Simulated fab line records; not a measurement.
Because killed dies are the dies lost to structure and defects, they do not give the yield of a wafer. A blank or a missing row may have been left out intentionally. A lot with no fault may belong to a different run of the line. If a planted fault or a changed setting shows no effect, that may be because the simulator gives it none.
fab line records	flow n5_finfet
record lots=6	wafers=18	last_day=19
route steps=1938 shown FIN_SAQP@107 PASSIVATION@1936
lots untouched by any fault: they come from a run of this same line in which no faults occurred
start_h: the number of hours between the record's first day and the start of the first shown wafer of the lot	wait_h: hours since the lot's step before	" as in the row above	L1.1+2: a single row standing in for several wafers	- no value present, or no start provided	* or withheld: withheld	< > ~ a bound
route shown NAME@n: names a module that has steps shown in the file, with the first one's number in the route	usual: mean/standard deviation of fault-free wafers	same: alike in all rows	chamber/n: place in a boat	sites: each site's reading	_std_site: standard deviation of those values	_edge_site: mean of outer sites minus mean of inner sites	radius_mm: for every site, how far away it sits from the centre of the wafer	mask NAME#n: copy n	behind: the tool/chamber that last shaped the wafer	hold: the reason the lot was held/the length of the hold in hours/how it ended	device: which transistor (n, p or np) failed to switch	end of line: at the end of the route, the tests of the same wafers	where a step has no rows: the recipe by itself	killed: not the wafer's yield, but the dies lost to structure and defects at the first sort	map: a wafer's dies, marking killed ones x, the rest . and places with no die _
set.NAME: the setting as run; set.NAME@STEP: as run at that earlier step	model.NAME: the simulator's own value behind a step, which no gauge read
lots at selected steps of the route; one table per step, one row per wafer
services: when a tool's chamber went out of use (start_h, in hours from the record's first day, below 0 if earlier), for how many hours, and the reason
## steps
# step N5_FIN_SAQP_SOFTBAKE_11
# recipe temp_c=110	time_s=60	resist=CAR-ArF
# step N5_FIN_SAQP_EXPOSE_13
# recipe mask_id=FIN_CORE	na=1.35	source_shape=dipole	sigma_inner=0.538	sigma_outer=0.738	polarization=te	target_cd_nm=35.6	dose_mj=63.25
# step N5_FIN_SAQP_PEB_14
# recipe peb_temp_c=withheld	peb_time_s=60	resist=CAR-ArF
# step N5_FIN_SAQP_DEVELOP_15
# recipe develop_time_s=30	developer=TMAH	resist=CAR-ArF	dev_temp_c=23	rinse_liquid=diw	dry=air_spin
# step N5_FIN_SAQP_CD_MEAS_16
# recipe target_cd_nm=35.6	landing_energy_ev=500	detector=se_inlens
# usual cd_nm=35.55/0.3
lot.wafer	tool	chamber	start_h	wait_h	cd_nm
L932.3	cd_sem-01	0	33.61	-	35.35
L932.4	"	0	"	"	35.60
L932.6	"	0	"	"	35.13
L941.1	cd_sem-02	0	88.28	-	35.55
L941.3	"	0	"	"	35.67
L941.4	"	0	"	"	35.73
L943.1	cd_sem-01	0	100.55	-	36.02
L943.2	"	0	"	"	35.81
L943.3	"	0	"	"	35.66
L944.2	cd_sem-03	0	105.56	-	35.35
L944.4	"	0	"	"	35.04
L944.6	"	0	"	"	34.91
L945.2	cd_sem-01	0	111.47	-	35.94
L945.3	"	0	"	"	35.78
L945.4	"	0	"	"	35.56
L953.2	cd_sem-02	0	162.79	-	35.24
L953.4	"	0	"	"	35.54
L953.5	"	0	"	"	36.04
# step N5_FIN_SAQP_OVL_MEAS_17
# recipe points_per_wafer=44
# usual FIN_CORE_OVL=0.2/0.84
lot.wafer	tool	chamber	start_h	wait_h	FIN_CORE_OVL[nm]
L932.3	overlay-01	0	33.64	0.0	-1.4
L932.4	"	0	"	"	0.0
L932.6	"	0	"	"	0.5
L941.1	overlay-01	0	88.32	0.0	1.2
L941.3	"	0	"	"	-0.5
L941.4	"	0	"	"	0.7
L943.1	overlay-02	0	100.59	0.0	-0.9
L943.2	"	0	"	"	-0.8
L943.3	"	0	"	"	0.4
L944.2	overlay-01	0	105.59	0.0	0.2
L944.4	"	0	"	"	0.2
L944.6	"	0	"	"	-0.3
L945.2	overlay-01	0	111.50	0.0	-0.8
L945.3	"	0	"	"	-0.3
L945.4	"	0	"	"	-0.4
L953.2	overlay-01	0	162.82	0.0	1.8
L953.4	"	0	"	"	2.1
L953.5	"	0	"	"	0.9
# step N5_FIN_SAQP_INSPECT_18
# recipe mode=adi	inspect_instrument=brightfield
# usual raw_defect_count=386/89
lot.wafer	tool	chamber	start_h	wait_h	raw_defect_count
L932.3	defect_inspect-02	-	33.67	0.0	456
L932.4	"	-	"	"	415
L932.6	"	-	"	"	526
L941.1	defect_inspect-01	-	88.34	0.0	385
L941.3	"	-	"	"	329
L941.4	"	-	"	"	224
L943.1	defect_inspect-01	-	100.61	0.0	352
L943.2	"	-	"	"	388
L943.3	"	-	"	"	520
L944.2	defect_inspect-01	-	105.62	0.0	365
L944.4	"	-	"	"	362
L944.6	"	-	"	"	433
L945.2	defect_inspect-02	-	111.53	0.0	453
L945.3	"	-	"	"	372
L945.4	"	-	"	"	392
L953.2	defect_inspect-01	-	162.85	0.0	354
L953.4	"	-	"	"	375
L953.5	"	-	"	"	293
# step N5_FIN_SAQP_DESCUM_21
# recipe chemistry=O2	time_s=7.9	source_power_w=50	bias_power_w=20	pressure_mtorr=20	rf_frequency_hz=2.712e+07	temp_c=40	resist=CAR-ArF	o2_flow_sccm=225
# usual drypump_motor_current_A=5.8/0.41	oes_product_au=0.76/0.081	rf_vpp_V=243.4/1.5	showerhead_plenum_p_Torr=2.11/0.081	throttle_valve_pct=20.51/0.23
lot.wafer	tool	chamber	start_h	wait_h	drypump_motor_current_A	oes_product_au	rf_hours_counter_h	rf_vpp_V	showerhead_plenum_p_Torr	throttle_valve_pct
L932.3	rie_diel-01	3	33.70	0.0	5.7	0.72	210	241.2	1.99	20.99
L932.4	"	0	"	"	5.2	0.87	-	244.8	2.22	20.34
L932.6	"	1	"	"	6.1	0.69	-	243.5	2.14	20.49
L941.1	rie_diel-05	0	88.40	0.1	6.1	0.70	214	241.1	1.99	20.34
L941.3	"	2	"	"	6.1	0.75	146	243.2	2.19	20.69
L941.4	"	3	"	"	6.1	0.75	178	242.6	2.01	20.45
L943.1	rie_diel-03	1	100.65	0.0	6.1	0.69	245	242.4	2.07	20.25
L943.2	"	2	"	"	5.2	0.71	214	242.2	2.09	20.82
L943.3	"	0	"	"	6.2	0.72	166	244.8	2.18	20.64
L944.2	rie_diel-05	3	105.67	0.1	6.1	0.74	185	241.2	2.01	20.45
L944.4	"	0	"	"	6.1	0.70	220	242.6	1.98	20.34
L944.6	"	2	"	"	6.1	0.75	-	245.3	2.19	20.69
L945.2	rie_diel-05	1	111.66	0.1	5.5	0.68	213	243.9	2.06	20.53
L945.3	"	2	"	"	6.1	0.75	156	245.5	2.19	20.69
L945.4	"	0	"	"	6.1	0.70	222	242.5	1.98	20.34
L953.2	rie_diel-01	3	163.17	0.3	5.7	0.97	5	245.2	2.23	20.68
L953.4	"	1	"	"	6.1	0.90	34	244.3	2.12	20.08
L953.5	"	3	"	"	5.7	0.95	-	245.0	2.23	20.66
# step N5_FIN_SAQP_ETCH_51
# recipe chemistry=CF4	target=SiARC	target_depth_a=455	mask_material=CAR-ArF	time_s=75.8	ion_energy_ev=80	pressure_mtorr=40	source_w=545	bias_w=36	Ar_flow_sccm=100	cf4_flow_sccm=100	ends=cleared
# usual cf4_flow_sccm=100.0/0.31	drypump_motor_current_A=5.8/0.4	etch_rf_on_time_s=76.7/1.6	oes_product_au=0.65/0.069	rf_vpp_V=184.2/1.3	showerhead_plenum_p_Torr=2.15/0.078	throttle_valve_pct=15.69/0.23
lot.wafer	tool	chamber	start_h	wait_h	cf4_flow_sccm	drypump_motor_current_A	etch_rf_on_time_s	oes_product_au	rf_hours_counter_h	rf_vpp_V	showerhead_plenum_p_Torr	throttle_valve_pct
L932.3	rie_diel-01	3	33.74	0.0	100.0	5.7	77.8	0.61	210	183.8	2.06	16.25
L932.4	"	0	"	"	99.4	5.2	77.9	0.72	-	185.2	2.26	15.46
L932.6	"	1	"	"	100.1	6.1	77.3	0.59	-	185.5	2.19	15.71
L941.1	rie_diel-05	0	88.43	0.0	99.7	6.1	73.7	0.61	214	181.1	2.04	15.56
L941.3	"	2	"	"	100.1	6.1	76.7	0.65	146	184.8	2.22	15.74
L941.4	"	3	"	"	99.7	6.1	74.8	0.63	178	182.4	2.05	15.60
L943.1	rie_diel-03	1	100.68	0.0	99.8	6.1	77.4	0.59	245	184.4	2.12	15.53
L943.2	"	2	"	"	99.8	5.2	76.2	0.60	214	184.5	2.13	15.88
L943.3	"	0	"	"	100.0	6.2	77.9	0.61	166	183.9	2.23	15.83
L944.2	rie_diel-05	3	105.71	0.0	100.5	6.1	74.7	0.64	185	183.3	2.04	15.63
L944.4	"	0	"	"	99.9	6.1	74.5	0.61	220	182.3	2.03	15.57
L944.6	"	2	"	"	100.2	6.2	77.0	0.64	-	185.0	2.22	15.76
L945.2	rie_diel-05	1	111.70	0.0	99.7	5.5	80.1	0.58	213	183.3	2.12	15.83
L945.3	"	2	"	"	99.8	6.1	77.5	0.64	156	184.3	2.22	15.77
L945.4	"	0	"	"	99.8	6.1	74.8	0.60	222	182.0	2.03	15.58
L953.2	rie_diel-01	3	163.21	0.0	99.4	5.7	76.2	0.81	5	185.2	2.30	15.85
L953.4	"	1	"	"	100.0	6.1	74.0	0.77	34	184.9	2.17	15.29
L953.5	"	3	"	"	99.5	5.7	76.6	0.81	-	185.8	2.30	15.85
# step N5_FIN_SAQP_ETCH_52
# recipe chemistry=N2/H2	target=SOC	target_depth_a=1000	overetch_a=200	mask_material=SiARC	temp_c=40	time_s=150	ion_energy_ev=200	pressure_mtorr=30	source_w=840	bias_w=150	n2_flow_sccm=200	h2_flow_sccm=200	ends=end_point
# usual drypump_motor_current_A=5.8/0.4	oes_product_au=0.68/0.07	rf_vpp_V=524.2/2.9	showerhead_plenum_p_Torr=2.55/0.1	throttle_valve_pct=17.85/0.2
lot.wafer	tool	chamber	start_h	wait_h	drypump_motor_current_A	oes_product_au	rf_hours_counter_h	rf_vpp_V	showerhead_plenum_p_Torr	throttle_valve_pct
L932.3	rie_diel-01	3	33.79	0.0	5.7	0.64	210	520.4	2.42	18.45
L932.4	"	0	"	"	5.2	0.78	-	526.8	2.69	17.63
L932.6	"	1	"	"	6.1	0.62	-	527.0	2.61	18.01
L941.1	rie_diel-05	0	88.49	0.0	6.1	0.64	214	520.4	2.41	17.77
L941.3	"	2	"	"	6.1	0.68	146	526.4	2.65	17.94
L941.4	"	3	"	"	6.1	0.66	178	520.5	2.42	17.73
L943.1	rie_diel-03	1	100.74	0.0	6.1	0.62	245	521.9	2.52	17.77
L943.2	"	2	"	"	5.2	0.63	214	522.2	2.50	17.95
L943.3	"	0	"	"	6.2	0.64	166	527.9	2.64	17.97
L944.2	rie_diel-05	3	105.77	0.0	6.1	0.66	185	521.4	2.42	17.71
L944.4	"	0	"	"	6.1	0.64	220	519.9	2.41	17.76
L944.6	"	2	"	"	6.1	0.67	-	528.0	2.65	17.97
L945.2	rie_diel-05	1	111.75	0.0	5.5	0.62	213	523.3	2.50	17.88
L945.3	"	2	"	"	6.1	0.67	156	526.0	2.64	17.96
L945.4	"	0	"	"	6.1	0.63	222	519.8	2.40	17.77
L953.2	rie_diel-01	3	163.26	0.0	5.7	0.85	5	526.9	2.72	18.05
L953.4	"	1	"	"	6.1	0.78	34	525.2	2.59	17.59
L953.5	"	3	"	"	5.6	0.86	-	528.5	2.72	18.06
# step N5_FIN_SAQP_STRIP_53
# recipe chemistry=N2/H2	temp_c=40	n2_flow_sccm=200	h2_flow_sccm=200	rf_frequency_hz=6e+07
# step N5_FIN_SAQP_HM_OPEN_73
# recipe chemistry=CHF3/O2	target=SiO2	stop_on=a-Si	target_depth_a=120	over_etch_frac=1.8	mask_material=SOC	time_s=16.8	pressure_mtorr=30	source_w=650	bias_w=170	Ar_flow_sccm=200	CHF3_flow_sccm=50	O2_flow_sccm=5	ion_energy_ev=200	ends=end_point
# usual drypump_motor_current_A=5.8/0.4	oes_product_au=0.46/0.045	rf_vpp_V=523/12	showerhead_plenum_p_Torr=2.42/0.089	throttle_valve_pct=18.88/0.24
lot.wafer	tool	chamber	start_h	wait_h	drypump_motor_current_A	oes_product_au	rf_hours_counter_h	rf_vpp_V	showerhead_plenum_p_Torr	throttle_valve_pct
L932.3	rie_diel-01	3	33.90	0.0	5.7	0.44	210	508	2.30	19.45
L932.4	"	0	"	"	5.2	0.52	-	532	2.54	18.64
L932.6	"	1	"	"	6.1	0.42	-	540	2.48	18.95
L941.1	rie_diel-05	0	88.60	0.0	6.1	0.43	214	507	2.30	18.78
L941.3	"	2	"	"	6.1	0.46	146	535	2.51	18.97
L941.4	"	3	"	"	6.1	0.45	178	505	2.29	18.69
L943.1	rie_diel-03	1	100.85	0.0	6.1	0.42	245	519	2.38	18.63
L943.2	"	2	"	"	5.2	0.42	214	522	2.41	19.17
L943.3	"	0	"	"	6.2	0.44	166	530	2.50	18.99
L944.2	rie_diel-05	3	105.87	0.0	6.1	0.44	185	505	2.29	18.70
L944.4	"	0	"	"	6.1	0.43	220	507	2.29	18.76
L944.6	"	2	"	"	6.1	0.45	-	538	2.50	18.99
L945.2	rie_diel-05	1	111.86	0.0	5.5	0.42	213	513	2.38	18.98
L945.3	"	2	"	"	6.1	0.45	156	536	2.50	19.01
L945.4	"	0	"	"	6.1	0.43	222	507	2.29	18.80
L953.2	rie_diel-01	3	163.37	0.0	5.7	0.56	5	516	2.57	19.08
L953.4	"	1	"	"	6.1	0.53	34	540	2.46	18.58
L953.5	"	3	"	"	5.7	0.57	-	516	2.57	19.08
# step N5_FIN_SAQP_STRIP_74
# recipe chemistry=CHF3/O2	resist=SiARC	rf_frequency_hz=6e+07
lot.wafer	tool	chamber	start_h	wait_h	model.SiARC_of_FIN_SAQP_COAT_50.thk_nm
L932.3+4+6	rie_diel-01	3,0,1	33.95	0.0	0
L941.1+3+4	rie_diel-05	0,2,3	88.65	0.0	0
L943.1	rie_diel-03	1	100.90	0.0	5.859
L943.2	"	2	"	"	5.838
L943.3	"	0	"	"	5.756
L944.2	rie_diel-05	3	105.93	0.0	5.859
L944.4	"	0	"	"	5.467
L944.6	"	2	"	"	5.625
L945.2+3+4	rie_diel-05	1,2,0	111.91	0.0	0
L953.2+4+5	rie_diel-01	3,1,3	163.43	0.0	0
# step N5_FIN_SAQP_MANDREL_ETCH_22
# recipe target_depth_a=600	chemistry=HBr/Cl2	target=a-Si	stop_on=SiNx	bt_time_s=10	over_etch_frac=0.5	time_s=30	pressure_mtorr=10	icp_w=800	bias_w=75	HBr_flow_sccm=150	Cl2_flow_sccm=80	ends=end_point
# usual drypump_motor_current_A=5.5/0.59	oes_product_au=0.768/0.015	throttle_valve_pct=35.18/0.29
lot.wafer	tool	chamber	start_h	wait_h	drypump_motor_current_A	oes_product_au	rf_hours_counter_h	throttle_valve_pct
L932.3	rie_si-05	3	33.98	0.0	5.0	0.741	149	35.15
L932.4	"	2	"	"	6.7	0.800	123	35.30
L932.6	"	3	"	"	5.0	0.754	-	35.15
L941.1	rie_si-05	1	88.68	0.0	5.8	0.751	88	34.92
L941.3	"	2	"	"	6.7	0.792	124	35.31
L941.4	"	3	"	"	5.0	0.754	151	35.15
L943.1	rie_si-05	0	100.93	0.0	5.4	0.784	4	35.43
L943.2	"	3	"	"	5.0	0.754	151	35.15
L943.3	"	2	"	"	6.7	0.788	124	35.34
L944.2	rie_si-05	1	105.96	0.0	5.8	0.742	89	34.94
L944.4	"	2	"	"	6.7	0.793	124	35.34
L944.6	"	3	"	"	5.0	0.753	-	35.14
L945.2	rie_si-05	3	111.95	0.0	5.0	0.747	151	35.17
L945.3	"	0	"	"	5.5	0.780	4	35.44
L945.4	"	1	"	"	5.8	0.754	89	34.89
L953.2	rie_si-01	1	163.46	0.0	4.9	0.782	52	34.76
L953.4	"	0	"	"	5.0	0.774	7	35.04
L953.5	"	2	"	"	5.2	0.761	-	35.20
# step N5_PASSIVATION_PROBE_49
# usual killed_at_M0_to_M3=33/9.9	killed_at_M4_up=14/6.4	killed_at_contacts=12/7	killed_at_front_end=41/13	killed_at_other=3.1/2.9	killed_dies=103/20	killed_open=67/14	killed_short=34/9.4
# same gross_dies=1180	killed_at_back_side=0
lot.wafer	tool	chamber	start_h	wait_h	killed_at_M0_to_M3	killed_at_M4_up	killed_at_contacts	killed_at_front_end	killed_at_other	killed_dies	killed_open	killed_short
L932.3	prober-01	-	277.66	0.1	37	12	17	43	0	109	71	38
L932.4	prober-01	-	277.71	0.2	29	13	15	29	2	88	50	36
L932.6	prober-01	-	277.81	0.3	48	20	21	47	1	137	86	51
L941.1	prober-02	-	317.36	0.0	43	20	5	50	3	121	77	37
L941.3	prober-02	-	317.46	0.1	23	31	8	33	3	98	68	29
L941.4	prober-02	-	317.51	0.2	19	16	13	29	3	80	52	28
L943.1	prober-02	-	351.40	0.0	31	11	10	22	5	79	50	27
L943.2	prober-02	-	351.45	0.1	32	5	2	30	1	70	44	25
L943.3	prober-02	-	351.50	0.1	37	11	14	30	2	94	59	35
L953.2	prober-02	-	461.85	0.1	28	14	9	36	2	89	61	26
L953.4	prober-02	-	461.95	0.2	33	17	10	49	6	115	80	35
L953.5	prober-02	-	462.00	0.2	38	18	2	42	3	103	68	32
# killed by level:class
L932.3 MOL_CONTACT_COAG:geometric_particle:open=15 BEOL_M0_SAQP:geometric_particle:open=14 FIN_SAQP:geometric_particle:short=13 BEOL_M0_SAQP:geometric_particle:short=13 FIN_SAQP:geometric_particle:open=11 BEOL_M4:geometric_particle:open=8 BEOL_M2:geometric_particle:open=5 STARTING-WAFER:geometric_particle:short=3
L932.4 MOL_CONTACT_COAG:geometric_particle:open=10 BEOL_M2:geometric_particle:open=8 FIN_SAQP:geometric_particle:short=6 BEOL_M3:geometric_particle:open=6 MOL_CONTACT_COAG:geometric_particle:short=5 BEOL_M4:geometric_particle:short=5 BEOL_M4:geometric_particle:open=4 STARTING-WAFER:geometric_particle:short=4
L932.6 FIN_SAQP:geometric_particle:short=18 FIN_SAQP:geometric_particle:open=15 MOL_CONTACT_COAG:geometric_particle:open=15 BEOL_M0_SAQP:geometric_particle:short=12 BEOL_M3:geometric_particle:open=12 BEOL_M4:geometric_particle:open=11 BEOL_M0_SAQP:geometric_particle:open=10 MOL_CONTACT_COAG:geometric_particle:short=6
L941.1 FIN_SAQP:geometric_particle:open=14 BEOL_M0_SAQP:geometric_particle:short=12 BEOL_M4:geometric_particle:open=11 BEOL_M1:geometric_particle:open=10 FIN_SAQP:geometric_particle:short=7 BEOL_M2:geometric_particle:open=6 HKMG_FIN:area_etch=6 MOL_CONTACT_COAG:geometric_particle:open=5
L941.3 BEOL_M4:geometric_particle:open=21 FIN_SAQP:geometric_particle:open=7 FIN_SAQP:geometric_particle:short=6 BEOL_M0_SAQP:geometric_particle:open=6 BEOL_M2:geometric_particle:open=6 MOL_CONTACT_COAG:geometric_particle:short=5 DUMMY_GATE:geometric_particle:open=4 GATE_CUT:geometric_particle:open=4
L941.4 MOL_CONTACT_COAG:geometric_particle:open=12 BEOL_M4:geometric_particle:open=11 STARTING-WAFER:geometric_particle:short=6 BEOL_M1:geometric_particle:open=5 STI_FIN_REVEAL:geometric_particle:open=4 BEOL_M0_SAQP:geometric_particle:short=4 FIN_SAQP:geometric_particle:open=3 FIN_SAQP:geometric_particle:short=3
L943.1 BEOL_M2:geometric_particle:open=9 MOL_CONTACT_COAG:geometric_particle:open=6 BEOL_M4:geometric_particle:open=6 BEOL_M0_SAQP:geometric_particle:open=5 FIN_SAQP:geometric_particle:short=4 MOL_CONTACT_COAG:geometric_particle:short=4 BEOL_M0_SAQP:geometric_particle:short=4 BEOL_M2:geometric_particle:short=4
L943.2 BEOL_M2:geometric_particle:open=9 FIN_SAQP:geometric_particle:short=8 DUMMY_GATE:geometric_particle:open=7 BEOL_M0_SAQP:geometric_particle:open=7 BEOL_M0_SAQP:geometric_particle:short=6 STI_FIN_REVEAL:geometric_particle:open=4 FIN_SAQP:geometric_particle:open=3 BEOL_M1:geometric_particle:open=3
L943.3 MOL_CONTACT_COAG:geometric_particle:open=11 FIN_SAQP:geometric_particle:open=9 FIN_SAQP:geometric_particle:short=9 BEOL_M0_SAQP:geometric_particle:short=9 BEOL_M1:geometric_particle:open=8 BEOL_M4:geometric_particle:open=7 BEOL_M0_SAQP:geometric_particle:open=5 BEOL_M2:geometric_particle:short=5
L953.2 FIN_SAQP:geometric_particle:open=9 FIN_SAQP:geometric_particle:short=7 STI_FIN_REVEAL:geometric_particle:open=7 MOL_CONTACT_COAG:geometric_particle:open=7 BEOL_M1:geometric_particle:open=5 BEOL_M2:geometric_particle:open=5 BEOL_M5:geometric_particle:open=5 BEOL_M2:geometric_particle:short=4
L953.4 FIN_SAQP:geometric_particle:open=16 BEOL_M0_SAQP:geometric_particle:open=9 BEOL_M1:geometric_particle:open=9 MOL_CONTACT_COAG:geometric_particle:open=8 STI_FIN_REVEAL:geometric_particle:open=7 FIN_SAQP:geometric_particle:short=6 BEOL_M0_SAQP:geometric_particle:short=6 DUMMY_GATE:geometric_particle:open=5
L953.5 BEOL_M0_SAQP:geometric_particle:open=13 BEOL_M0_SAQP:geometric_particle:short=10 BEOL_M4:geometric_particle:open=7 STI_FIN_REVEAL:geometric_particle:open=6 BEOL_M3:geometric_particle:open=6 DUMMY_GATE:geometric_particle:open=5 BEOL_M1:geometric_particle:open=5 FIN_SAQP:geometric_particle:short=4
## services
tool	chamber	start_h	hours	kind
rie_diel-01	2	14.45	-	clean
rie_diel-01	2	14.45	-	consumable_replace:focus_ring
rie_diel-01	2	14.45	23.0	scheduled_down
rie_diel-01	2	14.45	23.0	vent_cycle
rie_diel-03	2	26.72	4.9	repair
rie_si-01	3	29.24	4.4	repair
rie_diel-03	0	30.25	4.7	repair
rie_si-01	-	42.75	14.6	pm
rie_diel-01	1	59.08	2.7	repair
rie_diel-03	3	60.64	132.0	repair
rie_diel-01	1	67.45	-	clean
rie_diel-01	1	67.45	-	consumable_replace:focus_ring
rie_diel-01	1	67.45	16.1	scheduled_down
rie_diel-01	1	67.45	16.1	vent_cycle
rie_diel-01	2	79.65	27.8	repair
rie_si-01	1	116.59	5.4	repair
rie_diel-01	3	137.47	-	clean
rie_diel-01	3	137.47	-	consumable_replace:focus_ring
rie_diel-01	3	137.47	-	consumable_replace:showerhead
rie_diel-01	3	137.47	16.5	scheduled_down
rie_diel-01	3	137.47	16.5	vent_cycle
rie_diel-05	-	147.61	14.6	pm
## key
first_sign none at tools or gauges
model_effect step=N5_FIN_SAQP_STRIP_74	value=SiARC_of_FIN_SAQP_COAT_50.thk_nm	without=0	struck=5.734
met_at N5_FIN_SAQP_STRIP_74
struck_wafers L943.1,L943.2,L943.3,L944.2,L944.4,L944.6
tester_left_out L943,L944
onset_between 88.65 100.90
fault kind=skipped_step_whole	tool=rie_diel-03,rie_diel-05	chamber=-	onset_h=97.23	steps=N5_FIN_SAQP_STRIP_74	scope=struck_lots_only
# tester_left_out: of these lots the tester's yield and bins aren't shown, on N5 and GAA mostly nor the transistor test; their killed dies are dies lost to structure and defects alone, not to doping, threshold or leakage, so they don't give the yield
